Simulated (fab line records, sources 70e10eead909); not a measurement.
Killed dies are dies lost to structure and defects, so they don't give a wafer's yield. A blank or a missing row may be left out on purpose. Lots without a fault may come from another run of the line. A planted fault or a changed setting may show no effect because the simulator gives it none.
One fault seen from 2 desks | flow nand_harc | each desk has only its own numbers; what lay behind them comes last

THE METROLOGY DESK
What the gauges read, lot by lot, whatever tool the lot ran on: means of the sampled wafers that have a number. A lot is out of limits, marked OUT, if its mean lies more than 4 standard deviations from the usual mean; the brackets give that distance.
Columns: A = cd_nm at NHARC_A_CHANNEL_HOLE_D1_CD_MEAS_18, usual 99.4 nm; B = cd_nm at NHARC_A_CHANNEL_HOLE_D1_CD_MEAS_30, usual 90.3 nm
lot  | first seen here | A     | B
L632 | day 9 01:45     | 97.7  | 91.9
L638 | day 11 16:30    | 98.0  | 90.4
L639 | day 11 21:15    | 100.3 | 91.4
L646 | day 14 13:05    | 99.1  | 89.6
L647 | day 15 03:32    | 98.5  | 90.0
L650 | day 16 04:37    | 100.7 | 89.8
L651 | day 17 02:42    | 98.1  | 88.7
L652 | day 17 09:17    | 99.1  | 89.9
L653 | day 17 18:17    | 100.4 | 89.9
L654 | day 18 02:03    | 102.3 | 89.4
This desk's finding: nothing out of limits on any of the 10 lots.

THE TOOL OWNER'S DESK: ald_hk-02
The tool's own readings at NHARC_A_CHANNEL_FILL_D1_ALD_02 (deposits SiO2, target thk 6 nm, pulse time 10 s, ald cycles 60): means of the sampled wafers that have a number, for each lot that ran on this tool. A lot is out of limits, marked OUT, if its mean lies more than 4 standard deviations from the usual mean; the brackets give that distance.
Columns: A = heater_power_w at NHARC_A_CHANNEL_FILL_D1_ALD_02, usual 450 W; B = precursor_pulse_height_rel at NHARC_A_CHANNEL_FILL_D1_ALD_02, usual 1.001
lot  | first seen here | A   | B
L638 | day 12 00:33    | 419 | 0.989
L639 | day 12 04:40    | 415 | 1.013
L647 | day 15 09:35    | 437 | 0.994
L651 | day 17 08:40    | 454 | 0.997
L652 | day 17 20:47    | 434 | 0.998
L653 | day 18 05:10    | 465 | 1.003
L654 | day 18 10:24    | 483 | 1.006
This desk's finding: nothing out of limits on any of the 7 lots.

PUT TOGETHER
The metrology desk saw nothing out of limits.
The tool owner's desk saw nothing out of limits.

WHAT THE SIMULATOR HAD PUT IN
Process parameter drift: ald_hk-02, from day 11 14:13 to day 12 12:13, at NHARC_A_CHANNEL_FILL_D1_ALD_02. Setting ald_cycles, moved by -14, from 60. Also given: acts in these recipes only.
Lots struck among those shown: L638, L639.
